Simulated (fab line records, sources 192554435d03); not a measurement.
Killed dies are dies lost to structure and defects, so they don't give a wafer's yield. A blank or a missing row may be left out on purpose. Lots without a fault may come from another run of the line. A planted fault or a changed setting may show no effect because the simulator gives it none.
Chamber matching | flow n5_finfet | N5_BEOL_M2_STRIP_66 on rie_diel-04: 4 sister chambers
The step strips in CF4. 18 wafers are shown with their chamber, then 9 later ones without.

WAFERS WITH THEIR CHAMBER
wafer  | chamber | drypump_motor_current_A (A) | showerhead_plenum_p_Torr (Torr) | throttle_valve_pct (%)
L078.2 | 2       | 5.4                         | 1.74                            | 13.18
L078.3 | 0       | 5.9                         | 1.74                            | 13.51
L078.4 | 3       | 6.0                         | 1.78                            | 13.26
L079.1 | 3       | 6.0                         | 1.78                            | 13.28
L079.2 | 0       | 5.9                         | 1.73                            | 13.51
L079.6 | 0       | 5.9                         | 1.74                            | 13.52
L081.1 | 3       | 6.0                         | 1.78                            | 13.29
L081.3 | 0       | 5.9                         | 1.73                            | 13.53
L081.6 | 1       | 5.4                         | 1.80                            | 13.45
L083.1 | 1       | 5.4                         | 1.80                            | 13.49
L083.4 | 2       | 5.4                         | 1.74                            | 13.21
L083.5 | 3       | 6.0                         | 1.77                            | 13.29
L084.2 | 2       | 5.3                         | 1.74                            | 13.20
L084.3 | 0       | 5.9                         | 1.73                            | 13.54
L084.6 | 2       | 5.3                         | 1.74                            | 13.19
L085.2 | 1       | 5.4                         | 1.80                            | 13.50
L085.4 | 2       | 5.4                         | 1.74                            | 13.21
L085.5 | 1       | 5.4                         | 1.80                            | 13.49

SIGNATURES (means of the wafers above)
reading                  | chamber 0 | chamber 1 | chamber 2 | chamber 3 | scatter within a chamber
drypump_motor_current_A  | 5.900     | 5.400     | 5.360     | 6.000     | 0.0293
showerhead_plenum_p_Torr | 1.7340    | 1.8000    | 1.7400    | 1.7775    | 0.00373
throttle_valve_pct       | 13.5220   | 13.4825   | 13.1980   | 13.2800   | 0.0157
Rule: a wafer's distance from a chamber is the root of the sum, over the readings, of the square of ((its reading less the chamber's mean) divided by the reading's scatter). The wafer belongs to the nearest chamber; if the next one is less than 2 further off, it can't be placed. The scatter: the root of (the sum of the squares of (reading less its chamber's mean) over the shown wafers, divided by (wafers less chambers)).

WAFERS WITHOUT THEIR CHAMBER
wafer  | drypump_motor_current_A (A) | showerhead_plenum_p_Torr (Torr) | throttle_valve_pct (%)
L089.1 | 5.5                         | 1.80                            | 13.51
L089.2 | 5.4                         | 1.74                            | 13.24
L089.3 | 5.9                         | 1.73                            | 13.57
L093.2 | 6.0                         | 1.77                            | 13.35
L093.3 | 5.9                         | 1.73                            | 13.58
L093.4 | 5.5                         | 1.80                            | 13.54
L097.2 | 5.9                         | 1.72                            | 13.60
L097.4 | 6.0                         | 1.77                            | 13.37
L097.6 | 6.0                         | 1.77                            | 13.36

WHICH CHAMBER EACH WENT THROUGH
wafer  | from the rows above | in truth
L089.1 | 1                   | 1
L089.2 | 2                   | 2
L089.3 | 0                   | 0
L093.2 | 3                   | 3
L093.3 | 0                   | 0
L093.4 | 1                   | 1
L097.2 | 0                   | 0
L097.4 | 3                   | 3
L097.6 | 3                   | 3
Placed correctly: 9 of 9. Can't be placed from these rows: 0. Placed wrongly: 0.
